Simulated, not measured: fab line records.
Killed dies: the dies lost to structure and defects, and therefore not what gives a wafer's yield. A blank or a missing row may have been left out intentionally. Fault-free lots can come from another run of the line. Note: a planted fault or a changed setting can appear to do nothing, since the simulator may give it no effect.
The tool behind it: which one?	flow n5Finfet	Sampling: 6 lots, 18 wafers, 2 of 1938 route steps

WHAT EACH GAUGE READ, for each wafer
N5_SD_ACTIVATION_RS_MEAS_03: measures by four-point-probe.
lot	measured	on	RS_SD_N (ohm/sq)
L773	day 4 10:23	filmMetro-01	22.02 21.82 21.91
L776	day 5 05:28	filmMetro-01	21.97 21.87 21.78
L778	day 5 18:17	filmMetro-01	21.93 22.10 22.00
L781	day 6 10:11	filmMetro-02	21.76 22.12 22.09
L786	day 7 19:53	filmMetro-01	21.72 21.78 21.65
L789	day 8 15:13	filmMetro-02	- - -

WHICH TOOL RAN EACH LOT (tool, then ch and the chambers of the sampled wafers, then the start)
lot	N5_SD_EPI_N_PRECLEAN_48
L773	epiRpcvd-03 ch 0, day 4 01:46
L776	epiRpcvd-04 ch 0, day 4 21:26
L778	epiRpcvd-04 ch 0, day 5 10:02
L781	epiRpcvd-02 ch 0, day 6 02:38
L786	epiRpcvd-02 ch 0, day 7 12:34
L789	epiRpcvd-04, day 8 06:48
- N5_SD_EPI_N_PRECLEAN_48: cleans in NF3:NH3, afs cycles 2, time 20 s, sublimation time 60 s.

THE ANSWER, worked out from the rows above alone
Rule: the usual values come from the lots themselves. The widest of any qualifying gaps counts: lots, ordered by their means at a reading, are off when they make up no more than a third of the lots, leave a main group of 4 or more, and stand apart from it by 3 or more times the standard deviation of that group's means. If all means in a main group match to the digits the tables above print for the reading, that group is not used. A lot without any number at a reading at which 4 lots or more have one is off too. All remaining lots with rows at the step are treated as sound.
Off: L789, seen at N5_SD_ACTIVATION_RS_MEAS_03 (RS_SD_N). Without a number there: L789. The main group has a mean of 21.90 ohm/sq with a standard deviation of 0.1.
If a tool, at a process step before that reading, ran all the lots that are off and no sound lot after the first of them, it fits. Those tools and the gauges at N5_SD_ACTIVATION_RS_MEAS_03 are tried in the same way. 2 tools fit, epiRpcvd-04 at N5_SD_EPI_N_PRECLEAN_48 and filmMetro-02 at N5_SD_ACTIVATION_RS_MEAS_03, so this cannot tell which one it is.

WHAT THE SIMULATOR HAD INSERTED
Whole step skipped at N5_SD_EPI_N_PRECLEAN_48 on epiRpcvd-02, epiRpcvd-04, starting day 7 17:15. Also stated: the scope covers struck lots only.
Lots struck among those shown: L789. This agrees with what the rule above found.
